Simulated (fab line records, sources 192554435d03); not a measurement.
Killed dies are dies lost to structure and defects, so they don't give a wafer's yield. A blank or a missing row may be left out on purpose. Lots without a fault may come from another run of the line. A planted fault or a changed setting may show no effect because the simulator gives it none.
Which tool did it? | flow n5_finfet | 8 lots, 22 wafers sampled, at 5 steps of a route of 1938

WHAT THE GAUGES READ, wafer by wafer
N5_BEOL_M4_RC_MEAS_101.
lot  | measured     | on        | DIBL_N (mV/V)
L130 | day 8 02:20  | prober-01 | 35.1 34.4 34.1
L131 | day 8 17:38  | prober-01 | 36.9 38.4 36.7
L134 | day 9 10:29  | prober-01 | 37.8 38.4 39.3
L141 | day 11 09:55 | prober-02 | 36.5 35.6 36.6
L140 | day 11 11:46 | prober-02 | 34.4 37.1 36.1
L142 | day 11 15:15 | prober-01 | 36.2 39.3 38.4
L146 | day 12 17:14 | prober-01 | 35.9 37.0
L148 | day 13 19:52 | prober-02 | 38.4 37.1

WHICH TOOL RAN EACH LOT (tool, then ch and the chambers of the sampled wafers, then the start)
lot  | N5_BEOL_M4_ETCH_64                 | N5_BEOL_M4_ETCH_69                 | N5_BEOL_M4_VIA_ETCH_34             | N5_BEOL_M4_TRENCH_ETCH_37
L130 | rie_diel-05 ch 0,2,3, day 7 20:28  | rie_diel-04 ch 1,2,3, day 7 21:20  | rie_diel-05 ch 0,1,3, day 7 21:55  | rie_diel-05 ch 0,1,3, day 8 02:20 or earlier
L131 | rie_diel-02 ch 0,1, day 8 05:59    | rie_diel-05 ch 0,3, day 8 07:06    | rie_diel-05 ch 0,1,3, day 8 12:58  | rie_diel-05 ch 0,1,3, day 8 17:38 or earlier
L134 | rie_diel-02 ch 0,1,2, day 8 21:48  | rie_diel-05 ch 0,2,3, day 8 22:39  | rie_diel-05 ch 1,2, day 9 03:34    | rie_diel-05 ch 1,2, day 9 10:29 or earlier
L141 | rie_diel-04 ch 0,1,2, day 11 01:37 | rie_diel-04 ch 1,2, day 11 02:48   | rie_diel-02 ch 0,3, day 11 05:25   | rie_diel-02 ch 0,3, day 11 09:55 or earlier
L140 | rie_diel-04 ch 1,2,3, day 11 03:02 | rie_diel-04 ch 0,1,3, day 11 03:54 | rie_diel-02 ch 0,1,2, day 11 06:06 | rie_diel-02 ch 0,1,2, day 11 11:46 or earlier
L142 | rie_diel-04 ch 1,2,3, day 11 04:29 | rie_diel-02 ch 1,2,3, day 11 05:50 | rie_diel-04 ch 0,2, day 11 10:17   | rie_diel-04 ch 0,2, day 11 15:15 or earlier
L146 | rie_diel-04 ch 0,1, day 12 07:27   | rie_diel-04 ch 1,3, day 12 08:17   | rie_diel-02 ch 0,3, day 12 11:18   | rie_diel-02 ch 0,3, day 12 17:14 or earlier
L148 | rie_diel-02 ch 2,3, day 13 02:28   | rie_diel-04 ch 1,3, day 13 03:26   | rie_diel-05 ch 2, day 13 15:09     | rie_diel-05 ch 2, day 13 19:52 or earlier
- N5_BEOL_M4_ETCH_64: etches SOC in N2/H2, target depth 75 nm, overetch 22.5 nm, time 121.9 s.
- N5_BEOL_M4_ETCH_69: etches SiARC in CF4, target depth 15.6 nm, time 26 s.
- N5_BEOL_M4_VIA_ETCH_34: etches the open film in C4F6/O2, target depth 69.4 nm, time 65.9 s.
- N5_BEOL_M4_TRENCH_ETCH_37: etches SiOC in C4F6/O2, target depth 55.555 nm, time 29.2 s.

THE ANSWER, worked out from the rows above alone
Rule: what is usual is taken from the lots themselves. Put in order of their means at a reading, lots are off if they are a third of the lots or fewer, leave a main group of 4 or more, and stand apart from it by a gap of 3 or more times the standard deviation of the main group's means; of several such gaps the widest counts. A main group whose means are all the same, to the digits that the tables above print for the reading, isn't used. A lot without any number at a reading at which 4 lots or more have one is off too. The other lots that the step has rows for count as sound.
No lot is off at any reading shown: from this, nothing can be told.

WHAT THE SIMULATOR HAD PUT IN
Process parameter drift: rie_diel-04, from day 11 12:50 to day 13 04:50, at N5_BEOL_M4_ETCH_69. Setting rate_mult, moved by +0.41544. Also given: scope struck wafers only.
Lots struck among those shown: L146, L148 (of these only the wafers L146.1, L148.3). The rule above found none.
